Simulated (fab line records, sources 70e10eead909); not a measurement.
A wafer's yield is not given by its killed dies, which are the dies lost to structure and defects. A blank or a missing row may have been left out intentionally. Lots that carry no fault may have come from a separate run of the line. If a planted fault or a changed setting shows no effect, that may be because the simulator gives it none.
fab line records + flow nand_harc + part 2 of 2: steps 27 to 36 of 36
record
- lots=5
- wafers=15
- last_day=22
route steps=1159 shown A_SLIT@800 A_SIN_REMOVE@804 A_WL_FILL@809 A_CONTACT@840
lots with no fault: from the same line, run without faults
start_h: the number of hours between the record's first day and the start of the first shown wafer of the lot + wait_h: time in hours since the lot's previous step + " as in the row above + L1.1+2: a single row standing in for several wafers + - value missing, or start not given + * or withheld: withheld + < > ~ a bound
route shown NAME@n: NAME is a module with steps in the file, n the number in the route of the first one + usual: mean and standard deviation over wafers with no fault + same: alike in all rows + chamber/n: place in a boat + sites: the reading at each site + _std_site: standard deviation of those values + _edge_site: inner sites' mean taken away from outer sites' mean + radius_mm: how far each site lies from the wafer's centre + mask NAME#n: copy n + behind: the tool/chamber that last shaped the wafer + hold: why the lot went on hold/how many hours it stayed there/how the hold came to an end + device: names the non-switching transistor (n, p or np) + end of line: the route-end tests of the same wafers + a step with no rows: only its recipe + killed: count of dies lost to structure and defects at first sort (not the wafer's yield) + map: per-die view of a wafer (x killed, . not killed, _ where there is no die)
set.NAME: the setting the step ran with; set.NAME@STEP: the setting that earlier step ran with + model.NAME: the simulator's own value behind a step, which no gauge read
certain route steps with their lots: each step a table, each wafer a row
services: when a tool's chamber went out of use (start_h, in hours from the record's first day, below 0 if earlier), for how many hours, and the reason
## steps
# step NHARC_A_WL_FILL_ETCHBACK_26
# recipe
- target_depth_a=520
- time_s=13.3
- hbr_flow_sccm=150
- rf_w=350
- icp_w=350
- bias_w=60
- chemistry=HBr
# usual
- drypump_motor_current_A=5.9/0.56
- oes_product_au=1.000/0.01
- throttle_valve_pct=23.265/0.0098
| lot.wafer | tool      | chamber | start_h | wait_h | drypump_motor_current_A | oes_product_au | rf_hours_counter_h | throttle_valve_pct |
|-----------|-----------|---------|---------|--------|-------------------------|----------------|--------------------|--------------------|
| L075.3    | rie_si-01 | 1       | 355.13  | 0.4    | 6.4                     | 1.010          | 0.3                | 23.264             |
| L075.1    | "         | 2       | "       | "      | 5.6                     | 1.005          | 0.1                | 23.272             |
| L075.6    | "         | 0       | "       | "      | 6.7                     | 1.007          | -                  | 23.249             |
| L076.4    | rie_si-02 | 1       | 358.49  | 0.4    | 5.6                     | 1.006          | 1.1                | 23.276             |
| L076.1    | "         | 0       | "       | "      | 5.0                     | 1.001          | 1.0                | 23.264             |
| L076.5    | "         | 1       | "       | "      | 5.7                     | 1.019          | -                  | 23.281             |
| L077.2    | rie_si-01 | 0       | 370.37  | 0.4    | 6.7                     | 0.984          | 0.5                | 23.271             |
| L077.3    | "         | 2       | "       | "      | 5.5                     | 1.008          | 0.2                | 23.257             |
| L077.6    | "         | 1       | "       | "      | 6.4                     | 1.005          | -                  | 23.276             |
| L083.1    | rie_si-04 | 0       | 409.12  | 0.4    | 6.1                     | 0.996          | 1.0                | 23.258             |
| L083.2    | "         | 1       | "       | "      | 4.9                     | 0.998          | 0.8                | 23.275             |
| L083.6    | "         | 0       | "       | "      | 6.1                     | 0.999          | -                  | 23.256             |
| L089.4    | rie_si-02 | 3       | 438.56  | 0.4    | 5.6                     | 1.020          | 0.3                | 23.265             |
| L089.1    | "         | 1       | "       | "      | 5.7                     | 1.011          | 0.3                | 23.256             |
| L089.2    | "         | 2       | "       | "      | 5.7                     | 1.003          | 0.3                | 23.254             |
# step NHARC_A_WL_FILL_PRECLEAN_30
# recipe
- time_s=10
- chemistry=dHF
| lot.wafer  | tool         | chamber | start_h | wait_h |
|------------|--------------|---------|---------|--------|
| L075.3+1+6 | wet_bench-06 | 0,1,5   | 355.27  | 0.1    |
| L076.4+1+5 | wet_bench-06 | 4,6,7   | 358.64  | 0.1    |
| L077.3+2+6 | wet_bench-04 | 4,5,7   | 370.51  | 0.1    |
| L083.1+2+6 | wet_bench-03 | 4,5,6   | 409.27  | 0.1    |
| L089.4+2+1 | wet_bench-03 | 6,0,1   | 438.71  | 0.1    |
# step NHARC_A_WL_FILL_SRD_14
| lot.wafer  | tool         | chamber | start_h | wait_h |
|------------|--------------|---------|---------|--------|
| L075.3+1+6 | wet_bench-06 | 0,1,5   | 355.29  | 0.0    |
| L076.4+1+5 | wet_bench-06 | 4,6,7   | 358.66  | 0.0    |
| L077.3+2+6 | wet_bench-04 | 4,5,7   | 370.53  | 0.0    |
| L083.1+2+6 | wet_bench-03 | 4,5,6   | 409.29  | 0.0    |
| L089.4+2+1 | wet_bench-03 | 6,0,1   | 438.73  | 0.0    |
# step NHARC_A_WL_FILL_ALD_19
# recipe
- target_thk_a=20
- pulse_time_s=3
- ald_cycles=100
- temp_c=450
- material=TiN
# usual
- heater_power_w=1065/120
- precursor_pulse_height_rel=1.001/0.019
| lot.wafer | tool         | chamber | start_h | wait_h | heater_power_w | precursor_pulse_height_rel |
|-----------|--------------|---------|---------|--------|----------------|----------------------------|
| L075.3    | ald_metal-03 | 3       | 355.41  | 0.1    | 1040           | 0.992                      |
| L075.1    | "            | 1       | "       | "      | 1028           | 1.009                      |
| L075.6    | "            | 3       | "       | "      | 1018           | 1.005                      |
| L076.1    | ald_metal-02 | 2       | 358.78  | 0.1    | 1239           | 0.999                      |
| L076.4    | "            | 0       | "       | "      | 1064           | 1.006                      |
| L076.5    | "            | 2       | "       | "      | 1199           | 1.003                      |
| L077.2    | ald_metal-03 | 1       | 370.63  | 0.1    | 1043           | 1.020                      |
| L077.3    | "            | 3       | "       | "      | 1006           | 0.978                      |
| L077.6    | "            | 1       | "       | "      | 1025           | 1.025                      |
| L083.1    | ald_metal-01 | 0       | 409.39  | 0.1    | 1079           | 0.953                      |
| L083.2    | "            | 2       | "       | "      | 832            | 0.985                      |
| L083.6    | "            | 1       | "       | "      | 1024           | 0.951                      |
| L089.4    | ald_metal-03 | 2       | 438.85  | 0.1    | 1107           | 1.035                      |
| L089.1    | "            | 3       | "       | "      | 1020           | 0.978                      |
| L089.2    | "            | 0       | "       | "      | 979            | 0.993                      |
# step NHARC_A_WL_FILL_CVD_20
# recipe
- target_thk_a=750
- temp_c=300
- pressure_torr=40
- wf6_flow_sccm=40
- h2_flow_sccm=1600
- ar_flow_sccm=1560
- time_s=5064
- material=W
# usual
- chamber_pressure_Torr=39.99/0.092
- heater_power_w=481/49
- throttle_valve_pct=8.0/0.36
| lot.wafer | tool     | chamber | start_h | wait_h | chamber_pressure_Torr | heater_power_w | throttle_valve_pct |
|-----------|----------|---------|---------|--------|-----------------------|----------------|--------------------|
| L075.1    | cvd_w-02 | 0       | -       | -      | 39.78                 | 545            | 7.5                |
| L075.3    | "        | 1       | "       | "      | 39.96                 | 424            | 8.3                |
| L075.6    | "        | 0       | "       | "      | 39.91                 | 544            | 7.6                |
| L076.1    | cvd_w-02 | 1       | -       | -      | 39.95                 | 436            | 8.3                |
| L076.4    | "        | 0       | "       | "      | 39.86                 | 531            | 7.8                |
| L076.5    | "        | 1       | "       | "      | 39.91                 | 436            | 8.2                |
| L077.2    | cvd_w-01 | 1       | -       | -      | 40.00                 | 519            | 8.2                |
| L077.3    | "        | 0       | "       | "      | 39.82                 | 421            | 7.9                |
| L077.6    | "        | 1       | "       | "      | 39.97                 | 517            | 8.2                |
| L083.1    | cvd_w-02 | 1       | -       | -      | 39.96                 | 457            | 8.1                |
| L083.2    | "        | 1       | "       | "      | 40.02                 | 451            | 8.3                |
| L083.6    | "        | 1       | "       | "      | 40.13                 | 459            | 8.2                |
| L089.1    | cvd_w-02 | 0       | -       | -      | 40.14                 | 557            | 7.6                |
| L089.2    | "        | 1       | "       | "      | 39.93                 | 449            | 7.8                |
| L089.4    | "        | 0       | "       | "      | 40.13                 | 541            | 7.6                |
# step NHARC_A_WL_FILL_CMP_12
# recipe
- t_overpolish_s=30
- target_thk_nm=75
# usual
- edge_zone_pressure_frac=1.001/0.0049
- motor_current_A=11.9/1.2
- overpolish_run_s=29.999/0.0089
- retaining_ring_pressure_frac=1.000/0.0053
- time_to_endpoint_s=14.5/2.2
| lot.wafer | tool   | chamber | start_h | wait_h | edge_zone_pressure_frac | motor_current_A | overpolish_run_s | retaining_ring_pressure_frac | time_to_endpoint_s |
|-----------|--------|---------|---------|--------|-------------------------|-----------------|------------------|------------------------------|--------------------|
| L075.3    | cmp-01 | 3       | 360.69  | 2.9    | 0.998                   | 12.2            | 30.001           | 0.999                        | 12.3               |
| L075.1    | "      | 0       | "       | "      | 0.995                   | 11.2            | 30.010           | 1.004                        | 12.8               |
| L075.6    | "      | 2       | "       | "      | 0.998                   | 12.7            | 29.998           | 1.004                        | 12.3               |
| L076.1    | cmp-02 | 1       | 365.46  | 4.4    | 1.001                   | 12.7            | 30.016           | 0.997                        | 15.7               |
| L076.4    | "      | 2       | "       | "      | 1.002                   | 12.1            | 29.978           | 1.011                        | 15.7               |
| L076.5    | "      | 0       | "       | "      | 0.999                   | 13.2            | 30.007           | 0.998                        | 14.9               |
| L077.2    | cmp-04 | 2       | 375.87  | 3.6    | 1.002                   | 12.7            | 30.002           | 1.007                        | 12.5               |
| L077.3    | "      | 1       | "       | "      | 1.008                   | 10.6            | 30.002           | 1.003                        | 14.5               |
| L077.6    | "      | 2       | "       | "      | 0.995                   | 12.2            | 29.992           | 1.013                        | 10.7               |
| L083.2    | cmp-02 | 1       | 420.00  | 6.5    | 0.994                   | 11.9            | 30.003           | 1.004                        | 12.0               |
| L083.1    | "      | 3       | "       | "      | 1.005                   | 11.8            | 30.004           | 0.994                        | 10.8               |
| L083.6    | "      | 2       | "       | "      | 1.001                   | 12.9            | 29.990           | 0.993                        | 13.4               |
| L089.2    | cmp-01 | 2       | 444.07  | 3.6    | 1.001                   | 11.9            | 30.016           | 0.996                        | 15.9               |
| L089.1    | "      | 3       | "       | "      | 1.002                   | 11.8            | 29.996           | 0.994                        | 16.0               |
| L089.4    | "      | 1       | "       | "      | 1.002                   | 9.5             | 29.998           | 0.996                        | 17.1               |
# step NHARC_A_WL_FILL_SRD_31
| lot.wafer  | tool         | chamber | start_h | wait_h |
|------------|--------------|---------|---------|--------|
| L075.3+1+6 | wet_bench-03 | 6,0,1   | 360.99  | 0.0    |
| L076.5+4+1 | wet_bench-04 | 5,7,1   | 365.74  | 0.0    |
| L077.2+6+3 | wet_bench-04 | 4,6,1   | 376.19  | 0.0    |
| L083.2+6+1 | wet_bench-04 | 0,3,5   | 420.32  | 0.0    |
| L089.4+1+2 | wet_bench-03 | 3,5,6   | 444.39  | 0.0    |
# step NHARC_A_WL_FILL_INSPECT_15
# usual
- raw_defect_count=367/120
| lot.wafer | tool              | chamber | start_h | wait_h | raw_defect_count |
|-----------|-------------------|---------|---------|--------|------------------|
| L075.1    | defect_inspect-01 | -       | 361.13  | 0.0    | 379              |
| L075.3    | "                 | -       | "       | "      | 710              |
| L075.6    | "                 | -       | "       | "      | 825              |
| L076.1    | defect_inspect-02 | -       | 365.90  | 0.0    | 391              |
| L076.4    | "                 | -       | "       | "      | 381              |
| L076.5    | "                 | -       | "       | "      | 311              |
| L077.2    | defect_inspect-02 | -       | 376.33  | 0.0    | 455              |
| L077.3    | "                 | -       | "       | "      | 593              |
| L077.6    | "                 | -       | "       | "      | 356              |
| L083.1    | defect_inspect-01 | -       | 420.47  | 0.0    | 380              |
| L083.2    | "                 | -       | "       | "      | 347              |
| L083.6    | "                 | -       | "       | "      | 379              |
| L089.1    | defect_inspect-02 | -       | 444.55  | 0.0    | 669              |
| L089.2    | "                 | -       | "       | "      | 340              |
| L089.4    | "                 | -       | "       | "      | 339              |
# step NHARC_A_CONTACT_DEP_24
# recipe
- target_thk_a=5000
- temp_c=400
- pressure_torr=6.5
- rf_w=900
- teos_flow_sccm=161.4
- flow_sccm=2650
- target_thk_nm=500
- gas=O2
- material=SiO2
# usual
- chamber_pressure_Torr=6.500/0.015
- flow_sccm=2650/7.6
- heater_power_w=562/86
- throttle_valve_pct=16.2/0.49
| lot.wafer | tool     | chamber | start_h | wait_h | chamber_pressure_Torr | flow_sccm | heater_power_w | throttle_valve_pct |
|-----------|----------|---------|---------|--------|-----------------------|-----------|----------------|--------------------|
| L075.1    | pecvd-03 | 0       | 361.20  | 0.1    | 6.514                 | 2657      | 458            | 15.8               |
| L075.3    | "        | 1       | "       | "      | 6.511                 | 2666      | 557            | 15.9               |
| L075.6    | "        | 2       | "       | "      | 6.516                 | 2660      | 612            | 16.7               |
| L076.1    | pecvd-01 | 2       | 366.09  | 0.2    | 6.507                 | 2648      | 542            | 16.2               |
| L076.4    | "        | 0       | "       | "      | 6.496                 | 2654      | 641            | 16.0               |
| L076.5    | "        | 1       | "       | "      | 6.496                 | 2648      | 732            | 16.6               |
| L077.2    | pecvd-03 | 1       | 376.46  | 0.1    | 6.523                 | 2645      | 626            | 16.0               |
| L077.3    | "        | 2       | "       | "      | 6.502                 | 2663      | 611            | 16.7               |
| L077.6    | "        | 1       | "       | "      | 6.511                 | 2644      | 651            | 16.0               |
| L083.1    | pecvd-03 | 1       | 420.53  | 0.1    | 6.504                 | 2654      | 667            | 15.8               |
| L083.2    | "        | 0       | "       | "      | 6.495                 | 2657      | 450            | 15.8               |
| L083.6    | "        | 1       | "       | "      | 6.496                 | 2653      | 521            | 16.0               |
| L089.1    | pecvd-04 | 1       | 444.82  | 0.3    | 6.462                 | 2657      | 486            | 16.8               |
| L089.2    | "        | 2       | "       | "      | 6.493                 | 2651      | 556            | 15.3               |
| L089.4    | "        | 0       | "       | "      | 6.508                 | 2644      | 589            | 16.7               |
# step NHARC_A_CONTACT_DEP_28
# recipe
- target_thk_a=36000
- temp_c=400
- material=aC
# usual
- throttle_valve_pct=35.001/0.01
| lot.wafer | tool       | chamber | start_h | wait_h | throttle_valve_pct |
|-----------|------------|---------|---------|--------|--------------------|
| L075.1    | acl_dep-01 | 0       | 363.79  | 2.0    | 35.021             |
| L075.3    | "          | 0       | "       | "      | 35.003             |
| L075.6    | "          | 0       | 365.61  | 3.9    | 34.996             |
| L076.1    | acl_dep-03 | 0       | 366.67  | 0.2    | 35.009             |
| L076.4    | "          | 0       | 367.76  | 1.2    | 35.019             |
| L076.5    | "          | 0       | "       | "      | 34.994             |
| L077.2    | acl_dep-02 | 0       | 377.37  | 0.4    | 35.001             |
| L077.3    | "          | 0       | "       | "      | 35.010             |
| L077.6    | "          | 0       | 378.85  | 1.9    | 35.017             |
| L083.1    | acl_dep-02 | 0       | 422.44  | 1.4    | 35.014             |
| L083.2    | "          | 0       | "       | "      | 35.003             |
| L083.6    | "          | 0       | 424.24  | 3.2    | 35.009             |
| L089.1    | acl_dep-02 | 0       | 445.43  | 0.1    | 35.018             |
| L089.2    | "          | 0       | "       | "      | 34.985             |
| L089.4    | "          | 0       | "       | "      | 34.995             |
## services
| tool          | chamber | start_h | hours | kind   |
|---------------|---------|---------|-------|--------|
| wet_bench-06  | -       | 305.61  | 8.0   | pm     |
| ald_metal-02  | 1       | 306.13  | 27.3  | repair |
| lpcvd_poly-04 | -       | 314.00  | 26.0  | pm     |
| ald_metal-03  | -       | 322.00  | 10.0  | pm     |
| wet_bench-03  | -       | 322.40  | 8.0   | pm     |
| rie_diel-02   | -       | 327.70  | 9.0   | pm     |
| rie_diel-09   | -       | 329.72  | 0.4   | repair |
| rie_metal-01  | -       | 332.00  | 9.0   | pm     |
| ald_metal-03  | -       | 334.84  | 0.2   | repair |
| wet_bench-04  | -       | 339.20  | 8.0   | pm     |
| rie_diel-09   | 0       | 342.52  | 5.1   | repair |
| rie_diel-02   | 1       | 344.12  | 2.8   | repair |
| rie_metal-03  | 1       | 348.08  | 4.5   | repair |
| wet_bench-09  | -       | 348.22  | 1.5   | repair |
| ald_metal-03  | -       | 355.94  | 0.6   | repair |
| ald_metal-02  | -       | 364.00  | 10.0  | pm     |
| rie_diel-09   | 0       | 372.51  | 3.0   | repair |
| cvd_w-02      | -       | 377.15  | 13.0  | pm     |
| wet_bench-04  | -       | 380.31  | 4.3   | repair |
| rie_diel-09   | -       | 390.25  | 0.7   | repair |
| ald_metal-02  | 0       | 391.33  | 7.6   | repair |
| rie_diel-02   | -       | 392.10  | 1.8   | repair |
| ald_metal-02  | 1       | 399.22  | 12.6  | repair |
| cvd_w-02      | 0       | 408.94  | 4.0   | repair |
